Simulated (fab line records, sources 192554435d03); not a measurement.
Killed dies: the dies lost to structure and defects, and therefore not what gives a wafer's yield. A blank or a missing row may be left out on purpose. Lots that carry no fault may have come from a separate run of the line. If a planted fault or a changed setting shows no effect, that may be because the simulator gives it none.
2 desks looking at one fault ; flow n5-finfet ; numbers are kept per desk, each desk with only its own; the story behind them comes last

== AT THE TOOL OWNER'S DESK: rie-diel-06 ==
The tool's own readings at N5_PMOS_HMC_CHANNEL_EPI_ETCH_32 (etches BARC in N2/H2, stops on SiO2, target depth 85.8 nm, time 50.3 s): means of the sampled wafers that have a number, for each lot that ran on this tool. A lot is out of limits, marked OUT, if its mean lies more than 4 standard deviations from the usual mean; the brackets give that distance.
Columns: A = drypump-motor-current-A at N5_PMOS_HMC_CHANNEL_EPI_ETCH_32, usual 5.7 A; B = oes-product-au at N5_PMOS_HMC_CHANNEL_EPI_ETCH_32, usual 0.66 a.u.; C = rf-vpp-V at N5_PMOS_HMC_CHANNEL_EPI_ETCH_32, usual 524.5 V; D = showerhead-plenum-p-Torr at N5_PMOS_HMC_CHANNEL_EPI_ETCH_32, usual 2.56 Torr; E = throttle-valve-pct at N5_PMOS_HMC_CHANNEL_EPI_ETCH_32, usual 17.88 %
lot;first seen here;A;B;C;D;E
L127;day 3 17:13;5.7;0.67;524.0;2.54;17.77
L133;day 5 05:31;5.8;0.66;521.6;2.45;17.87
L134;day 5 11:44;5.0;0.76;523.2;2.50;17.51
L135;day 5 17:09;5.8;0.66;521.5;2.45;17.88
This desk found nothing out of limits on any of the 4 lots.

== FROM THE METROLOGY DESK ==
Lot by lot, what the gauges showed, no matter which tool ran the lot: averages of those sampled wafers that carry a number. A lot is out of limits, marked OUT, if its mean lies more than 4 standard deviations from the usual mean; the brackets give that distance. It has 10 readings; the 7 that lie furthest out on some lot are the ones shown.
Columns: A = DIBL_N at N5_BEOL_M4_RC_MEAS_101, usual 36.2 mV/V; B = DIBL_P at N5_BEOL_M4_RC_MEAS_101, usual 36.5 mV/V; C = IOFF_N at N5_BEOL_M4_RC_MEAS_101, usual 0.158 nA/um; D = IOFF_P at N5_BEOL_M4_RC_MEAS_101, usual 0.21 nA/um; E = ION_P at N5_BEOL_M4_RC_MEAS_101, usual 464 uA/um; F = VT_N at N5_BEOL_M4_RC_MEAS_101, usual 250.4 mV; G = VT_P at N5_BEOL_M4_RC_MEAS_101, usual -250 mV
lot;first seen here;A;B;C;D;E;F;G
L127;day 9 20:51;35.8;34.4;0.135;0.16;451;252.1;-257
L133;day 11 15:24;38.4;40.0;0.209;0.30;477;245.7;-245
L134;day 12 11:05;34.7;35.3;0.137;0.18;458;250.8;-252
L135;day 12 12:58;36.3;35.9;0.151;0.19;464;250.6;-252
L137;day 12 17:43;36.8;37.2;0.158;0.24;472;249.8;-247
This desk found nothing out of limits on any of the 5 lots.

== BROUGHT TOGETHER ==
The tool owner's desk saw nothing out of limits.
The metrology desk saw nothing out of limits.

== WHAT THE SIMULATOR PUT IN ==
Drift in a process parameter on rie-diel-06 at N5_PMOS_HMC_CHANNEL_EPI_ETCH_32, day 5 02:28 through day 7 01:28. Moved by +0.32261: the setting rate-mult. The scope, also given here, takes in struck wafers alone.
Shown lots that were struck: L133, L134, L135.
